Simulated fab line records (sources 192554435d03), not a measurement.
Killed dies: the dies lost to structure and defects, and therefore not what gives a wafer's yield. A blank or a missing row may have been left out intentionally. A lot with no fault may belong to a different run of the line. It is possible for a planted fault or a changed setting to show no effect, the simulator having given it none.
Lot-split experiment	flow n5-finfet	route with 1938 steps; 7 lots, 21 wafers read

## THE SPLIT ITSELF
At N5_HKMG_FIN_ETCH_54 (etches SiARC in CF4, target depth 45.5 nm, time 75.8 s), the setting source-w was moved away from the recipe's 545 W on 9 of the 21 wafers read, by -16.6% to +17.8%. For the rest of the wafers, this setting stayed at what the recipe calls for.

The split's own step is where the reading is taken.

## THE READING
rf-vpp-V, in V, at N5_HKMG_FIN_ETCH_54 (etches SiARC in CF4, target depth 45.5 nm, time 75.8 s). On this fab line, fault-free wafers typically give 184.1 V with a standard deviation of 1.3 V.

wafer	tool, chamber at the split	source-w as run, W	against the recipe	rf-vpp-V, V	against lot-mates on the recipe
L078.1	rie-diel-06, 2	545	recipe	184.1	-
L078.3	rie-diel-06, 3	545	recipe	183.4	-
L078.6	rie-diel-06, 0	545	recipe	185.0	-
L079.1	rie-diel-06, 0	642.2	+17.8%	174.3	-9.0
L079.3	rie-diel-06, 1	642.2	+17.8%	172.8	-10.5
L079.6	rie-diel-06, 2	545	recipe	183.3	-
L081.3	rie-diel-01, 2	600.7	+10.2%	176.0	-7.6
L081.5	rie-diel-01, 1	545	recipe	184.2	-
L081.6	rie-diel-01, 0	545	recipe	183.1	-
L088.1	rie-diel-01, 2	545	recipe	182.7	-
L088.3	rie-diel-01, 1	545	recipe	182.6	-
L088.4	rie-diel-01, 1	545	recipe	182.8	-
L090.2	rie-diel-02, 3	617.9	+13.4%	175.6	-8.2
L090.4	rie-diel-02, 1	617.9	+13.4%	177.6	-6.2
L090.5	rie-diel-02, 2	545	recipe	183.8	-
L092.1	rie-diel-01, 0	640.5	+17.5%	173.6	-11.4
L092.3	rie-diel-01, 2	640.5	+17.5%	171.7	-13.3
L092.5	rie-diel-01, 3	545	recipe	185.0	-
L095.1	rie-diel-01, 0	545	recipe	181.3	-
L095.3	rie-diel-01, 3	454.6	-16.6%	197.1	+15.8
L095.6	rie-diel-01, 2	454.6	-16.6%	193.8	+12.5

THE FIT
A straight line over all 21 wafers: rf-vpp-V changes by -0.626 V for each +1% of source-w; r = -0.98; the points scatter about the line by 1.3 V.
The same after taking each lot's own level away (the mean of its wafers on the recipe; 21 wafers): -0.694 V for each +1%; r = -0.98; scatter 1.5 V.
On that fit, the largest move of source-w shifts the reading by 12 V.
Across the lots, their own levels run from 181.30 to 185.00 V, a range of 2.8 times the standard deviation given above.
The two slopes are in agreement: the lot-to-lot level therefore moves the slope only a little.
Check: -12.2 V against its lot-mates is what the line predicts for one of the wafers moved furthest among these (+17.8%) when that wafer is left out of the fit. It came out at -9 V against them.
Tool readings at the split's step, against how far the setting was moved: etch-rf-on-time-s r = -0.99; rf-vpp-V r = -0.98.

## FURTHER SPLITS ON THESE WAFERS
Other splits were also applied to these wafers ahead of the reading. Each is held against what the fit with the lots' levels taken away leaves over:
other split on the same wafers	wafers away from the commonest value	r with rf-vpp-V (lot level and that fit taken away)
N5_SDB_COAT_03 spin-rpm	4	+0.26
N5_HKMG_FIN_EXPOSE_46 dose-mj	11	-0.19

## THE WHOLE CHAIN: every reading that the file lists as answering this split, in the file's order
step	what it does	reading	change (the file's fit)	r (the file's)
N5_HKMG_FIN_ETCH_54	etches SiARC in CF4, target depth 45.5 nm, time 75.8 s	etch-rf-on-time-s	withheld for each +1% of the setting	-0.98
N5_HKMG_FIN_ETCH_54	etches SiARC in CF4, target depth 45.5 nm, time 75.8 s	rf-vpp-V	-0.675 V for each +1% of the setting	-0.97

## FILE'S OWN FIT
rf-vpp-V changes by -0.675 V for each +1% of source-w, r = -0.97.
